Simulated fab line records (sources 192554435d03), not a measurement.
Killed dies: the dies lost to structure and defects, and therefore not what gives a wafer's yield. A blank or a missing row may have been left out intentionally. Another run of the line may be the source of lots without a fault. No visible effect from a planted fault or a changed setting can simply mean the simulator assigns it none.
Matching of chambers ; flow n5 finfet ; rie diel-05 running N5_BEOL_M6_ETCH_62: 4 sister chambers
The step etches SOC in N2/H2, target depth 110 nm, overetch 22 nm, time 165 s. 4 wafers are shown with their chamber, then 7 later ones without.

## WAFERS PAIRED WITH THEIR CHAMBERS
wafer;chamber;drypump motor current A (A)
L083.3;1;5.3
L083.4;3;5.8
L084.1;2;6.2
L084.2;0;5.6

## WAFERS WITHOUT THEIR CHAMBER
wafer;drypump motor current A (A)
L084.4;5.3
L086.1;5.3
L086.3;5.6
L086.4;5.9
L091.1;5.8
L091.3;6.2
L091.5;5.6

## THE CHAMBER EACH PASSED THROUGH
wafer;from the rows above;in truth
L084.4;1;1
L086.1;1;1
L086.3;0;0
L086.4;3;3
L091.1;3;3
L091.3;2;2
L091.5;0;0
Correct placement for 7 of the 7. Can't be placed from these rows: 0. Placed wrongly: 0.
How it was worked out, from the rows above alone: a wafer's distance from a chamber is the root of the sum, over the readings, of the square of ((its reading less the chamber's mean) divided by the reading's scatter). If the next closest chamber is less than 2 further off than the closest, the wafer can't be placed; otherwise it belongs to the closest. Each chamber's mean is taken over the wafers shown for it. The scatter (one wafer shown for each chamber): square how far every hidden wafer sits from the nearest shown wafer, average those squares and take the square root.
